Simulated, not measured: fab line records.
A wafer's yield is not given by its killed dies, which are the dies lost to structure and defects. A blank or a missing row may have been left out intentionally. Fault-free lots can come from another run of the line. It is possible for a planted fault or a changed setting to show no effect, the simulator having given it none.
Which tool is to blame? :: flow nand harc :: 72 wafers from 24 lots sampled at 6 of the route's 1159 steps

WHAT EACH GAUGE READ, for each wafer
NHARC_A_BONDPAD_CD_MEAS_09: the cd target is 500 nm.
lot: L074
measured: day 17 14:33
on: cd sem-01
cd nm (nm): 499.1 500.1 500.1

lot: L077
measured: day 18 07:16
on: cd sem-03
cd nm (nm): 499.1 499.2 497.2

lot: L075
measured: day 18 07:44
on: cd sem-02
cd nm (nm): 500.1 502.3 503.2

lot: L076
measured: day 18 11:12
on: cd sem-03
cd nm (nm): 498.9 501.4 499.4

lot: L078
measured: day 18 20:59
on: cd sem-02
cd nm (nm): 501.7 503.4 502.4

lot: L080
measured: day 19 07:23
on: cd sem-01
cd nm (nm): 502.8 500.4 503.0

lot: L079
measured: day 19 22:21
on: cd sem-01
cd nm (nm): 499.6 501.0 501.6

lot: L081
measured: day 20 02:29
on: cd sem-02
cd nm (nm): 499.2 501.9 500.7

lot: L083
measured: day 20 03:18
on: cd sem-01
cd nm (nm): 502.4 502.5 502.5

lot: L084
measured: day 20 06:58
on: cd sem-01
cd nm (nm): 499.5 501.3 502.5

lot: L082
measured: day 20 08:22
on: cd sem-01
cd nm (nm): 502.6 500.2 500.3

lot: L087
measured: day 21 00:22
on: cd sem-03
cd nm (nm): 502.7 502.5 501.9

lot: L085
measured: day 21 00:32
on: cd sem-02
cd nm (nm): 501.3 499.8 500.0

lot: L086
measured: day 21 04:39
on: cd sem-03
cd nm (nm): 497.0 498.3 501.8

lot: L089
measured: day 21 04:49
on: cd sem-01
cd nm (nm): 497.8 498.4 500.3

lot: L090
measured: day 22 04:47
on: cd sem-03
cd nm (nm): 498.3 496.9 498.4

lot: L088
measured: day 22 07:40
on: cd sem-02
cd nm (nm): 498.0 498.7 499.6

lot: L091
measured: day 22 11:05
on: cd sem-02
cd nm (nm): 499.1 499.2 496.1

lot: L092
measured: day 22 11:16
on: cd sem-02
cd nm (nm): 499.7 499.6 501.8

lot: L094
measured: day 23 06:16
on: cd sem-03
cd nm (nm): 499.6 498.8 498.2

lot: L093
measured: day 23 06:40
on: cd sem-01
cd nm (nm): 500.1 496.1 499.1

lot: L095
measured: day 23 18:38
on: cd sem-02
cd nm (nm): 498.1 501.9 499.1

lot: L096
measured: day 24 06:10
on: cd sem-03
cd nm (nm): 499.9 502.9 499.3

lot: L097
measured: day 25 12:56
on: cd sem-03
cd nm (nm): 497.7 495.0 499.5

NHARC_A_BONDPAD_THK_MEAS_20: measures by xrf.
lot: L074
measured: day 17 17:07
on: film metro-01
thk nm (nm): 167.4 168.8 169.0

lot: L077
measured: day 18 09:50
on: film metro-01
thk nm (nm): 166.6 170.6 172.9

lot: L075
measured: day 18 10:20
on: film metro-01
thk nm (nm): 169.3 172.3 171.1

lot: L076
measured: day 18 13:45
on: film metro-02
thk nm (nm): 169.3 170.9 169.5

lot: L078
measured: day 18 23:44
on: film metro-02
thk nm (nm): 170.4 168.0 169.9

lot: L080
measured: day 19 09:59
on: film metro-01
thk nm (nm): 169.7 167.5 169.2

lot: L079
measured: day 20 01:03
on: film metro-02
thk nm (nm): 169.6 166.6 169.9

lot: L081
measured: day 20 05:08
on: film metro-02
thk nm (nm): 166.8 170.2 170.3

lot: L083
measured: day 20 05:55
on: film metro-01
thk nm (nm): 170.1 169.2 171.3

lot: L084
measured: day 20 09:32
on: film metro-02
thk nm (nm): 167.0 168.3 167.7

lot: L082
measured: day 20 10:56
on: film metro-01
thk nm (nm): 171.6 170.6 169.1

lot: L087
measured: day 21 03:11
on: film metro-01
thk nm (nm): 168.7 169.0 168.6

lot: L085
measured: day 21 03:14
on: film metro-02
thk nm (nm): 168.3 169.5 171.6

lot: L086
measured: day 21 07:26
on: film metro-01
thk nm (nm): 170.1 170.6 168.6

lot: L089
measured: day 21 07:36
on: film metro-01
thk nm (nm): 171.1 168.6 169.9

lot: L090
measured: day 22 07:22
on: film metro-01
thk nm (nm): 168.3 167.0 171.1

lot: L088
measured: day 22 10:14
on: film metro-02
thk nm (nm): 171.0 170.8 172.3

lot: L091
measured: day 22 13:39
on: film metro-01
thk nm (nm): 169.3 169.6 169.1

lot: L092
measured: day 22 13:57
on: film metro-01
thk nm (nm): 170.6 171.0 168.5

lot: L094
measured: day 23 08:51
on: film metro-02
thk nm (nm): 168.3 169.0 168.0

lot: L093
measured: day 23 09:17
on: film metro-02
thk nm (nm): 170.9 171.0 171.6

lot: L095
measured: day 23 21:13
on: film metro-02
thk nm (nm): 169.4 168.1 167.8

lot: L096
measured: day 24 08:43
on: film metro-01
thk nm (nm): 168.7 168.8 171.2

lot: L097
measured: day 25 15:34
on: film metro-02
thk nm (nm): 167.6 168.5 167.5

WHAT TOOL EACH LOT RAN ON (gives the tool, then ch and the chambers of the sampled wafers, and finally the start)
lot: L074
NHARC_A_M0_DEGAS_28: pvd sputter-01, day 17 06:52
NHARC_A_M1_ETCH_28: rie diel-10 ch 0,3, day 17 12:08 or earlier
NHARC_A_M1_CMP_23: cmp-03 ch 0,2, day 17 12:08
NHARC_A_BONDPAD_ANNEAL_28: rtp anneal-01 ch 0, day 17 16:32

lot: L077
NHARC_A_M0_DEGAS_28: pvd sputter-03, day 17 22:34
NHARC_A_M1_ETCH_28: rie diel-10 ch 2,3, day 18 05:03 or earlier
NHARC_A_M1_CMP_23: cmp-03 ch 0,2,3, day 18 05:03
NHARC_A_BONDPAD_ANNEAL_28: rtp anneal-01 ch 0, day 18 09:10

lot: L075
NHARC_A_M0_DEGAS_28: pvd sputter-03, day 17 23:11
NHARC_A_M1_ETCH_28: rie diel-04 ch 1,3, day 18 05:19 or earlier
NHARC_A_M1_CMP_23: cmp-01 ch 0,2, day 18 05:19
NHARC_A_BONDPAD_ANNEAL_28: rtp anneal-02 ch 0, day 18 09:47

lot: L076
NHARC_A_M0_DEGAS_28: pvd sputter-03, day 18 03:19
NHARC_A_M1_ETCH_28: rie diel-08 ch 1,2,3, day 18 08:47 or earlier
NHARC_A_M1_CMP_23: cmp-03 ch 0,2,3, day 18 08:47
NHARC_A_BONDPAD_ANNEAL_28: rtp anneal-02 ch 0, day 18 13:05

lot: L078
NHARC_A_M0_DEGAS_28: pvd sputter-02, day 18 12:40
NHARC_A_M1_ETCH_28: rie diel-08 ch 0,3, day 18 18:08 or earlier
NHARC_A_M1_CMP_23: cmp-01 ch 0,1,3, day 18 18:08
NHARC_A_BONDPAD_ANNEAL_28: rtp anneal-01 ch 0, day 18 23:04

lot: L080
NHARC_A_M0_DEGAS_28: pvd sputter-01, day 18 23:11
NHARC_A_M1_ETCH_28: rie diel-10 ch 0,2,3, day 19 04:27 or earlier
NHARC_A_M1_CMP_23: cmp-03 ch 0,3, day 19 04:27
NHARC_A_BONDPAD_ANNEAL_28: rtp anneal-02 ch 0, day 19 09:23

lot: L079
NHARC_A_M0_DEGAS_28: pvd sputter-01, day 19 14:10
NHARC_A_M1_ETCH_28: rie diel-04 ch 0,2,3, day 19 20:03 or earlier
NHARC_A_M1_CMP_23: cmp-02 ch 2,3, day 19 20:03
NHARC_A_BONDPAD_ANNEAL_28: rtp anneal-02 ch 0, day 20 00:26

lot: L081
NHARC_A_M0_DEGAS_28: pvd sputter-02, day 19 18:15
NHARC_A_M1_ETCH_28: rie diel-08 ch 1,2,3, day 20 00:05 or earlier
NHARC_A_M1_CMP_23: cmp-02 ch 1,2, day 20 00:05
NHARC_A_BONDPAD_ANNEAL_28: rtp anneal-02 ch 0, day 20 04:37

lot: L083
NHARC_A_M0_DEGAS_28: pvd sputter-02, day 19 18:39
NHARC_A_M1_ETCH_28: rie diel-08 ch 0,2,3, day 20 01:03 or earlier
NHARC_A_M1_CMP_23: cmp-02 ch 1,2,3, day 20 01:03
NHARC_A_BONDPAD_ANNEAL_28: rtp anneal-02 ch 0, day 20 05:17

lot: L084
NHARC_A_M0_DEGAS_28: pvd sputter-01, day 19 23:21
NHARC_A_M1_ETCH_28: rie diel-08 ch 2,3, day 20 04:34 or earlier
NHARC_A_M1_CMP_23: cmp-02 ch 2,3, day 20 04:34
NHARC_A_BONDPAD_ANNEAL_28: rtp anneal-01 ch 0, day 20 08:55

lot: L082
NHARC_A_M0_DEGAS_28: pvd sputter-03, day 20 00:03
NHARC_A_M1_ETCH_28: rie diel-08 ch 1,2, day 20 05:59 or earlier
NHARC_A_M1_CMP_23: cmp-02 ch 0,1,2, day 20 05:59
NHARC_A_BONDPAD_ANNEAL_28: rtp anneal-01 ch 0, day 20 10:23

lot: L087
NHARC_A_M0_DEGAS_28: pvd sputter-01, day 20 15:55
NHARC_A_M1_ETCH_28: rie diel-04 ch 0,1,3, day 20 21:13 or earlier
NHARC_A_M1_CMP_23: cmp-02 ch 0,1,3, day 20 21:13
NHARC_A_BONDPAD_ANNEAL_28: rtp anneal-01 ch 0, day 21 02:33

lot: L085
NHARC_A_M0_DEGAS_28: pvd sputter-03, day 20 16:09
NHARC_A_M1_ETCH_28: rie diel-08 ch 2,3, day 20 22:02 or earlier
NHARC_A_M1_CMP_23: cmp-02 ch 0,2,3, day 20 22:02
NHARC_A_BONDPAD_ANNEAL_28: rtp anneal-02 ch 0, day 21 02:36

lot: L086
NHARC_A_M0_DEGAS_28: pvd sputter-02, day 20 20:26
NHARC_A_M1_ETCH_28: rie diel-04 ch 2,3, day 21 02:14 or earlier
NHARC_A_M1_CMP_23: cmp-03 ch 0,1, day 21 02:14
NHARC_A_BONDPAD_ANNEAL_28: rtp anneal-01 ch 0, day 21 06:49

lot: L089
NHARC_A_M0_DEGAS_28: pvd sputter-03, day 20 20:50
NHARC_A_M1_ETCH_28: rie diel-10 ch 0,1, day 21 02:23 or earlier
NHARC_A_M1_CMP_23: cmp-02 ch 1,3, day 21 02:23
NHARC_A_BONDPAD_ANNEAL_28: rtp anneal-02 ch 0, day 21 06:59

lot: L090
NHARC_A_M0_DEGAS_28: pvd sputter-01, day 21 20:40
NHARC_A_M1_ETCH_28: rie diel-08 ch 0,3, day 22 02:20 or earlier
NHARC_A_M1_CMP_23: cmp-01 ch 0,2,3, day 22 02:20
NHARC_A_BONDPAD_ANNEAL_28: rtp anneal-02 ch 0, day 22 06:45

lot: L088
NHARC_A_M0_DEGAS_28: pvd sputter-03, day 22 00:02
NHARC_A_M1_ETCH_28: rie diel-08 ch 1,2,3, day 22 05:20 or earlier
NHARC_A_M1_CMP_23: cmp-02 ch 1,2,3, day 22 05:20
NHARC_A_BONDPAD_ANNEAL_28: rtp anneal-01 ch 0, day 22 09:34

lot: L091
NHARC_A_M0_DEGAS_28: pvd sputter-02, day 22 03:23
NHARC_A_M1_ETCH_28: rie diel-04 ch 0,3, day 22 08:43 or earlier
NHARC_A_M1_CMP_23: cmp-01 ch 0,3, day 22 08:43
NHARC_A_BONDPAD_ANNEAL_28: rtp anneal-01 ch 0, day 22 13:01

lot: L092
NHARC_A_M0_DEGAS_28: pvd sputter-01, day 22 03:43
NHARC_A_M1_ETCH_28: rie diel-10 ch 0,1,2, day 22 09:00 or earlier
NHARC_A_M1_CMP_23: cmp-03 ch 0,1,3, day 22 09:00
NHARC_A_BONDPAD_ANNEAL_28: rtp anneal-01 ch 0, day 22 13:17

lot: L094
NHARC_A_M0_DEGAS_28: pvd sputter-02, day 22 22:35
NHARC_A_M1_ETCH_28: rie diel-08 ch 0,1,2, day 23 03:52 or earlier
NHARC_A_M1_CMP_23: cmp-03 ch 0,1,2, day 23 03:52
NHARC_A_BONDPAD_ANNEAL_28: rtp anneal-02 ch 0, day 23 08:11

lot: L093
NHARC_A_M0_DEGAS_28: pvd sputter-01, day 22 22:51
NHARC_A_M1_ETCH_28: rie diel-04 ch 0,2,3, day 23 04:12 or earlier
NHARC_A_M1_CMP_23: cmp-01 ch 1,3, day 23 04:12
NHARC_A_BONDPAD_ANNEAL_28: rtp anneal-01 ch 0, day 23 08:36

lot: L095
NHARC_A_M0_DEGAS_28: pvd sputter-03, day 23 11:01
NHARC_A_M1_ETCH_28: rie diel-10 ch 0,1,3, day 23 16:13 or earlier
NHARC_A_M1_CMP_23: cmp-01 ch 0,2,3, day 23 16:13
NHARC_A_BONDPAD_ANNEAL_28: rtp anneal-01 ch 0, day 23 20:36

lot: L096
NHARC_A_M0_DEGAS_28: pvd sputter-02, day 23 18:15
NHARC_A_M1_ETCH_28: rie diel-10 ch 1,3, day 23 23:36 or earlier
NHARC_A_M1_CMP_23: cmp-03 ch 1,2,3, day 23 23:36
NHARC_A_BONDPAD_ANNEAL_28: rtp anneal-02 ch 0, day 24 08:06

lot: L097
NHARC_A_M0_DEGAS_28: pvd sputter-02, day 25 05:18
NHARC_A_M1_ETCH_28: rie diel-10 ch 0,3, day 25 10:34 or earlier
NHARC_A_M1_CMP_23: cmp-02 ch 0,1,3, day 25 10:34
NHARC_A_BONDPAD_ANNEAL_28: rtp anneal-01 ch 0, day 25 14:58
- NHARC_A_M0_DEGAS_28: time 60 s.
- NHARC_A_M1_ETCH_28: etches the open film in CF4/N2, target depth 30 nm, time 72.99 s.
- NHARC_A_M1_CMP_23: polishes, t overpolish 20 s, target thk 154.34 nm.
- NHARC_A_BONDPAD_ANNEAL_28: time 90 s.

AS READ BY THE TOOLS THEMSELVES (means over the sampled wafers that have a number; for cases with no such wafer, the mark the record gives instead)
NHARC_A_M0_DEGAS_28.
lot: L074
tool: pvd sputter-01
heater power w (W): 342

lot: L077
tool: pvd sputter-03
heater power w (W): 343

lot: L075
tool: pvd sputter-03
heater power w (W): 323

lot: L076
tool: pvd sputter-03
heater power w (W): 338

lot: L078
tool: pvd sputter-02
heater power w (W): 348

lot: L080
tool: pvd sputter-01
heater power w (W): 330

lot: L079
tool: pvd sputter-01
heater power w (W): 338

lot: L081
tool: pvd sputter-02
heater power w (W): 301

lot: L083
tool: pvd sputter-02
heater power w (W): 314

lot: L084
tool: pvd sputter-01
heater power w (W): 337

lot: L082
tool: pvd sputter-03
heater power w (W): 324

lot: L087
tool: pvd sputter-01
heater power w (W): 341

lot: L085
tool: pvd sputter-03
heater power w (W): 337

lot: L086
tool: pvd sputter-02
heater power w (W): 352

lot: L089
tool: pvd sputter-03
heater power w (W): 352

lot: L090
tool: pvd sputter-01
heater power w (W): 342

lot: L088
tool: pvd sputter-03
heater power w (W): 363

lot: L091
tool: pvd sputter-02
heater power w (W): 363

lot: L092
tool: pvd sputter-01
heater power w (W): 327

lot: L094
tool: pvd sputter-02
heater power w (W): 366

lot: L093
tool: pvd sputter-01
heater power w (W): 345

lot: L095
tool: pvd sputter-03
heater power w (W): 341

lot: L096
tool: pvd sputter-02
heater power w (W): 419

lot: L097
tool: pvd sputter-02
heater power w (W): 388

NHARC_A_M1_ETCH_28.
lot: L074
tool: rie diel-10
drypump motor current A (A): 6.2
oes product au (a.u.): 1.001
rf vpp V (V): 313.2
showerhead plenum p Torr (Torr): 2.56
throttle valve pct (%): 19.800

lot: L077
tool: rie diel-10
drypump motor current A (A): 5.6
oes product au (a.u.): 1.013
rf vpp V (V): 313.9
showerhead plenum p Torr (Torr): 2.64
throttle valve pct (%): 19.805

lot: L075
tool: rie diel-04
drypump motor current A (A): 6.0
oes product au (a.u.): 0.997
rf vpp V (V): 312.1
showerhead plenum p Torr (Torr): 2.51
throttle valve pct (%): 19.800

lot: L076
tool: rie diel-08
drypump motor current A (A): 5.4
oes product au (a.u.): 1.002
rf vpp V (V): 314.1
showerhead plenum p Torr (Torr): 2.66
throttle valve pct (%): 19.798

lot: L078
tool: rie diel-08
drypump motor current A (A): 5.7
oes product au (a.u.): 1.003
rf vpp V (V): 313.3
showerhead plenum p Torr (Torr): 2.57
throttle valve pct (%): 19.787

lot: L080
tool: rie diel-10
drypump motor current A (A): 5.9
oes product au (a.u.): 1.002
rf vpp V (V): 314.8
showerhead plenum p Torr (Torr): 2.65
throttle valve pct (%): 19.788

lot: L079
tool: rie diel-04
drypump motor current A (A): 5.6
oes product au (a.u.): 0.992
rf vpp V (V): 313.1
showerhead plenum p Torr (Torr): 2.56
throttle valve pct (%): 19.792

lot: L081
tool: rie diel-08
drypump motor current A (A): 5.5
oes product au (a.u.): 0.995
rf vpp V (V): 315.0
showerhead plenum p Torr (Torr): 2.66
throttle valve pct (%): 19.789

lot: L083
tool: rie diel-08
drypump motor current A (A): 5.5
oes product au (a.u.): 1.002
rf vpp V (V): 313.9
showerhead plenum p Torr (Torr): 2.65
throttle valve pct (%): 19.802

lot: L084
tool: rie diel-08
drypump motor current A (A): 5.5
oes product au (a.u.): 1.003
rf vpp V (V): 313.0
showerhead plenum p Torr (Torr): 2.55
throttle valve pct (%): 19.791

lot: L082
tool: rie diel-08
drypump motor current A (A): 5.3
oes product au (a.u.): 0.995
rf vpp V (V): 315.9
showerhead plenum p Torr (Torr): 2.74
throttle valve pct (%): 19.803

lot: L087
tool: rie diel-04
drypump motor current A (A): 5.9
oes product au (a.u.): 1.002
rf vpp V (V): 312.6
showerhead plenum p Torr (Torr): 2.55
throttle valve pct (%): 19.801

lot: L085
tool: rie diel-08
drypump motor current A (A): 5.5
oes product au (a.u.): 1.006
rf vpp V (V): 312.6
showerhead plenum p Torr (Torr): 2.55
throttle valve pct (%): 19.791

lot: L086
tool: rie diel-04
drypump motor current A (A): 5.6
oes product au (a.u.): 1.007
rf vpp V (V): 312.3
showerhead plenum p Torr (Torr): 2.54
throttle valve pct (%): 19.796

lot: L089
tool: rie diel-10
drypump motor current A (A): 5.9
oes product au (a.u.): 1.005
rf vpp V (V): 315.9
showerhead plenum p Torr (Torr): 2.76
throttle valve pct (%): 19.806

lot: L090
tool: rie diel-08
drypump motor current A (A): 5.7
oes product au (a.u.): 0.996
rf vpp V (V): 313.7
showerhead plenum p Torr (Torr): 2.57
throttle valve pct (%): 19.791

lot: L088
tool: rie diel-08
drypump motor current A (A): 5.4
oes product au (a.u.): 0.989
rf vpp V (V): 315.1
showerhead plenum p Torr (Torr): 2.66
throttle valve pct (%): 19.799

lot: L091
tool: rie diel-04
drypump motor current A (A): 5.4
oes product au (a.u.): 0.988
rf vpp V (V): 313.6
showerhead plenum p Torr (Torr): 2.60
throttle valve pct (%): 19.789

lot: L092
tool: rie diel-10
drypump motor current A (A): 5.8
oes product au (a.u.): 1.004
rf vpp V (V): 316.3
showerhead plenum p Torr (Torr): 2.75
throttle valve pct (%): 19.788

lot: L094
tool: rie diel-08
drypump motor current A (A): 5.5
oes product au (a.u.): 1.004
rf vpp V (V): 315.8
showerhead plenum p Torr (Torr): 2.76
throttle valve pct (%): 19.788

lot: L093
tool: rie diel-04
drypump motor current A (A): 5.6
oes product au (a.u.): 0.988
rf vpp V (V): 312.4
showerhead plenum p Torr (Torr): 2.56
throttle valve pct (%): 19.801

lot: L095
tool: rie diel-10
drypump motor current A (A): 6.0
oes product au (a.u.): 0.999
rf vpp V (V): 315.3
showerhead plenum p Torr (Torr): 2.66
throttle valve pct (%): 19.786

lot: L096
tool: rie diel-10
drypump motor current A (A): 5.8
oes product au (a.u.): 1.005
rf vpp V (V): 314.7
showerhead plenum p Torr (Torr): 2.65
throttle valve pct (%): 19.794

lot: L097
tool: rie diel-10
drypump motor current A (A): 6.2
oes product au (a.u.): 1.003
rf vpp V (V): 314.5
showerhead plenum p Torr (Torr): 2.66
throttle valve pct (%): 19.798

NHARC_A_M1_CMP_23.
lot: L074
tool: cmp-03
motor current A (A): 12.9
slurry flow ml min: 149.7
time to endpoint s (s): 28.3

lot: L077
tool: cmp-03
motor current A (A): 12.0
slurry flow ml min: 150.2
time to endpoint s (s): 26.8

lot: L075
tool: cmp-01
motor current A (A): 11.4
slurry flow ml min: 150.3
time to endpoint s (s): 27.7

lot: L076
tool: cmp-03
motor current A (A): 11.7
slurry flow ml min: 150.0
time to endpoint s (s): 28.3

lot: L078
tool: cmp-01
motor current A (A): 12.0
slurry flow ml min: 149.8
time to endpoint s (s): 28.9

lot: L080
tool: cmp-03
motor current A (A): 11.4
slurry flow ml min: 149.5
time to endpoint s (s): 24.1

lot: L079
tool: cmp-02
motor current A (A): 11.8
slurry flow ml min: 150.2
time to endpoint s (s): 26.6

lot: L081
tool: cmp-02
motor current A (A): 12.6
slurry flow ml min: 149.7
time to endpoint s (s): 32.7

lot: L083
tool: cmp-02
motor current A (A): 12.1
slurry flow ml min: 149.4
time to endpoint s (s): 30.0

lot: L084
tool: cmp-02
motor current A (A): 12.8
slurry flow ml min: 150.1
time to endpoint s (s): 28.8

lot: L082
tool: cmp-02
motor current A (A): 11.6
slurry flow ml min: 150.0
time to endpoint s (s): 26.9

lot: L087
tool: cmp-02
motor current A (A): 10.6
slurry flow ml min: 149.7
time to endpoint s (s): 30.1

lot: L085
tool: cmp-02
motor current A (A): 11.4
slurry flow ml min: 149.9
time to endpoint s (s): 28.6

lot: L086
tool: cmp-03
motor current A (A): 12.4
slurry flow ml min: 150.0
time to endpoint s (s): 28.8

lot: L089
tool: cmp-02
motor current A (A): 11.1
slurry flow ml min: 150.1
time to endpoint s (s): 29.0

lot: L090
tool: cmp-01
motor current A (A): 11.5
slurry flow ml min: 150.0
time to endpoint s (s): 27.9

lot: L088
tool: cmp-02
motor current A (A): 11.8
slurry flow ml min: 149.3
time to endpoint s (s): 30.1

lot: L091
tool: cmp-01
motor current A (A): 11.6
slurry flow ml min: 149.7
time to endpoint s (s): 25.3

lot: L092
tool: cmp-03
motor current A (A): 11.9
slurry flow ml min: 150.2
time to endpoint s (s): 29.7

lot: L094
tool: cmp-03
motor current A (A): 12.7
slurry flow ml min: 149.5
time to endpoint s (s): 31.0

lot: L093
tool: cmp-01
motor current A (A): 11.6
slurry flow ml min: 150.1
time to endpoint s (s): 30.7

lot: L095
tool: cmp-01
motor current A (A): 11.9
slurry flow ml min: 149.9
time to endpoint s (s): 28.8

lot: L096
tool: cmp-03
motor current A (A): 11.7
slurry flow ml min: 150.5
time to endpoint s (s): 26.7

lot: L097
tool: cmp-02
motor current A (A): 11.0
slurry flow ml min: 149.4
time to endpoint s (s): 28.5

NHARC_A_BONDPAD_ANNEAL_28.
lot: L074
tool: rtp anneal-01
anneal temp c max: 225.63
wafer_temp_C_max: 226.24

lot: L077
tool: rtp anneal-01
anneal temp c max: 225.48
wafer_temp_C_max: 226.17

lot: L075
tool: rtp anneal-02
anneal temp c max: 225.72
wafer_temp_C_max: 226.19

lot: L076
tool: rtp anneal-02
anneal temp c max: 225.76
wafer_temp_C_max: 226.18

lot: L078
tool: rtp anneal-01
anneal temp c max: 225.70
wafer_temp_C_max: 226.04

lot: L080
tool: rtp anneal-02
anneal temp c max: 225.67
wafer_temp_C_max: 226.47

lot: L079
tool: rtp anneal-02
anneal temp c max: 225.99
wafer_temp_C_max: 226.34

lot: L081
tool: rtp anneal-02
anneal temp c max: 225.85
wafer_temp_C_max: 226.41

lot: L083
tool: rtp anneal-02
anneal temp c max: 225.81
wafer_temp_C_max: 226.60

lot: L084
tool: rtp anneal-01
anneal temp c max: 225.77
wafer_temp_C_max: 226.52

lot: L082
tool: rtp anneal-01
anneal temp c max: 225.63
wafer_temp_C_max: 226.45

lot: L087
tool: rtp anneal-01
anneal temp c max: 225.54
wafer_temp_C_max: 226.38

lot: L085
tool: rtp anneal-02
anneal temp c max: 225.57
wafer_temp_C_max: 226.17

lot: L086
tool: rtp anneal-01
anneal temp c max: 225.84
wafer_temp_C_max: 226.21

lot: L089
tool: rtp anneal-02
anneal temp c max: 225.63
wafer_temp_C_max: 226.31

lot: L090
tool: rtp anneal-02
anneal temp c max: 225.84
wafer_temp_C_max: 226.71

lot: L088
tool: rtp anneal-01
anneal temp c max: 225.71
wafer_temp_C_max: 226.26

lot: L091
tool: rtp anneal-01
anneal temp c max: 225.86
wafer_temp_C_max: 226.07

lot: L092
tool: rtp anneal-01
anneal temp c max: 225.68
wafer_temp_C_max: 226.24

lot: L094
tool: rtp anneal-02
anneal temp c max: 225.68
wafer_temp_C_max: 226.62

lot: L093
tool: rtp anneal-01
anneal temp c max: 225.86
wafer_temp_C_max: 225.95

lot: L095
tool: rtp anneal-01
anneal temp c max: 225.85
wafer_temp_C_max: 226.15

lot: L096
tool: rtp anneal-02
anneal temp c max: 225.71
wafer_temp_C_max: 226.37

lot: L097
tool: rtp anneal-01
anneal temp c max: 225.61
wafer_temp_C_max: 226.42

THE ANSWER, worked out from the rows above alone
Rule: the lots themselves supply what counts as usual. Put in order of their means at a reading, lots are off if they are a third of the lots or fewer, leave a main group of 4 or more, and stand apart from it by a gap of 3 or more times the standard deviation of the main group's means; of several such gaps the widest counts. If all means in a main group match to the digits the tables above print for the reading, that group is not used. A lot without any number at a reading at which 4 lots or more have one is off too. Any other lot the step has rows for is counted as sound. After the gauges, taken in route order, come the tools' own readings; for these a lot's mean is taken, as printed above. The first step at which some lot is off is used, and at that step the reading that is off furthest; a lot without a number counts as furthest.
Across all readings shown, no lot is off: no conclusion can be drawn from this.

WHAT THE SIMULATOR HAD INSERTED
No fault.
